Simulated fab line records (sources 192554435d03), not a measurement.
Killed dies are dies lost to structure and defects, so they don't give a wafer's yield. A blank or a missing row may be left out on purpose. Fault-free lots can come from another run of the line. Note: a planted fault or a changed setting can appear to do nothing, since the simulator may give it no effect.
Matching of chambers	flow n5-finfet	N5_BEOL_M4_DESCUM_16 on rie-diel-03: 4 sister chambers
The step chemistry O2, time 7 s. 8 wafers are shown with their chamber, then 10 later ones without.

## EACH WAFER AND ITS CHAMBER
wafer	chamber	throttle-valve-pct (%)	drypump-motor-current-A (A)
L076.5	3	20.61	5.9
L084.1	1	20.03	6.4
L084.4	0	20.25	5.1
L085.1	2	20.89	5.5
L085.4	1	20.03	6.3
L085.6	2	20.87	5.5
L090.1	0	20.28	5.1
L090.2	3	20.64	5.9

## WAFERS WHOSE CHAMBER IS MISSING
wafer	throttle-valve-pct (%)	drypump-motor-current-A (A)
L090.3	20.01	6.3
L091.1	20.67	5.9
L091.4	20.27	5.1
L091.6	20.90	5.5
L093.3	20.89	5.5
L093.4	20.29	5.1
L093.6	20.90	5.5
L097.1	20.67	6.0
L097.4	20.91	5.5
L097.6	20.90	5.4

## CHAMBER TAKEN BY EACH
wafer	from the rows above	in truth
L090.3	1	1
L091.1	3	3
L091.4	0	0
L091.6	2	2
L093.3	2	2
L093.4	0	0
L093.6	2	2
L097.1	3	3
L097.4	2	2
L097.6	2	2
Correctly placed: 10 of 10. Can't be placed from these rows: 0. Wrongly placed: 0.
How it was worked out, from the rows above alone: a wafer's distance from a chamber is the root of the sum, over the readings, of the square of ((its reading less the chamber's mean) divided by the reading's scatter). If the next closest chamber is less than 2 further off than the closest, the wafer can't be placed; otherwise it belongs to the closest. A chamber's mean is the mean of its shown wafers. The scatter: the root of (the sum of the squares of (reading less its chamber's mean) over the shown wafers, divided by (wafers less chambers)).
